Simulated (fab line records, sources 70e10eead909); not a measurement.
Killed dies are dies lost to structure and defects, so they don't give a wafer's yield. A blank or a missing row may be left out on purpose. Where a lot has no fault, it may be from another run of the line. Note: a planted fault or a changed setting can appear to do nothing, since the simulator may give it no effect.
A lot that was struck, set against a sound lot	flow nandHarc	15 steps out of a route of 1159
Sound: these wafers, L171.2, L171.4, L171.6. Struck: wafers L166.2, L166.3, L166.5. Last of all comes the cause.
For every step that has rows: the tool of each side, followed by ch and its chambers, followed by its first start. Under that, the readings that differ: sound wafers	struck wafers	difference of the means	sigmas: that difference in standard deviations of wafers without a fault.
alike: words and numbers the same on both sides, and readings whose means are apart by under 2 such deviations; not compared: readings that were withheld, readings missing a value for some wafer, numbers with overlapping values and no deviation given by the record, and bounds like >300 which may hide the same value.
Wherever a step has rows on one side only, a row that says differs or no value, or a row with sigmas, the two part there. Numbers that have no deviation but don't overlap get no sigmas and don't part them. Lack of a reading on every wafer of one side parts them only where that side has two or more wafers.

NHARC_P_BONDPAD_CD_MEAS_09 targets a cd of 500 nm.
  sound on cdSem-03 ch 0, day 10 12:10; struck on cdSem-03 ch 0, day 9 06:26
  alike: cdNm
NHARC_P_BONDPAD_OVL_MEAS_38:
  struck on overlay-02, day 9 06:31; sound on overlay-01, day 10 12:14
reading	sound	struck	difference	sigmas
overlayYNm (nm)	8 8 8	-7 -7 -7	-15	-3
  alike: overlayXNm
then, 2 steps without rows for these wafers: NHARC_P_BONDPAD_HARDBAKE_10 (time 65 s); NHARC_P_BONDPAD_DESCUM_11 (chemistry O2, time 3 s).
NHARC_P_BONDPAD_ETCH_37: etches the open film in N2/H2, target depth 60 nm, overetch 18 nm, time 65.91 s.
  sound on rieDiel-12 ch 2,3, day 10 12:35; struck on rieDiel-12 ch 0,2, day 9 06:44
  alike: drypumpMotorCurrentA, oesProductAu, rfVppV, showerheadPlenumPTorr, throttleValvePct
  not compared: rfHoursCounterH
NHARC_P_BONDPAD_ETCH_12: etches the open film in CHF3/O2, target depth 200 nm, time 100 s.
  sound: rieDiel-12 ch 2,3; struck: rieDiel-12 ch 0,1
  alike: chf3FlowSccm, drypumpMotorCurrentA, oesProductAu, rfVppV, showerheadPlenumPTorr, throttleValvePct
  not compared: rfHoursCounterH
NHARC_P_BONDPAD_CD_MEAS_13:
  struck on cdSem-03, day 9 06:58; sound on cdSem-01, day 10 12:50
  alike: cdNm
NHARC_P_BONDPAD_STRIP_15: strips in O2.
  sound on rieDiel-12 ch 0,2,3, day 10 12:56; struck on rieDiel-12 ch 0,3, day 9 07:02
  alike: drypumpMotorCurrentA, oesProductAu, rfVppV, showerheadPlenumPTorr, throttleValvePct
  not compared: rfHoursCounterH
then, 3 steps without rows for these wafers: NHARC_P_BONDPAD_ETCH_24 (etches the open film in CF4/N2, target depth 30 nm, time 72.99 s); NHARC_P_BONDPAD_STRIP_16 (strips in post etch residue remover, time 600 s); NHARC_P_BONDPAD_DEGAS_25 (time 60 s).
NHARC_P_BONDPAD_PRE_CLEAN_26: time 30 s.
  sound on pvdSputter-01; struck on pvdSputter-03
  alike: heaterPowerW, susceptorTempC
NHARC_P_BONDPAD_PVD_17: deposits TaN, target thk 5 nm, time 8.06 s.
  struck on pvdSputter-03, day 9 07:59; sound on pvdSputter-01, day 10 13:38
  alike: throttleValvePct
NHARC_P_BONDPAD_PVD_27: deposits Cu, target thk 30 nm, time 20.49 s.
  sound on pvdSputter-01; struck on pvdSputter-03
  alike: throttleValvePct
NHARC_END_SORT_01:
  the record has rows for the sound wafers here (prober-02 ch 0, day 23 09:05) and none for the struck ones

== WHERE THEY PART ==
At NHARC_P_BONDPAD_OVL_MEAS_38 first; at NHARC_END_SORT_01 last (within this record only).

WHY: the cause the simulator had injected
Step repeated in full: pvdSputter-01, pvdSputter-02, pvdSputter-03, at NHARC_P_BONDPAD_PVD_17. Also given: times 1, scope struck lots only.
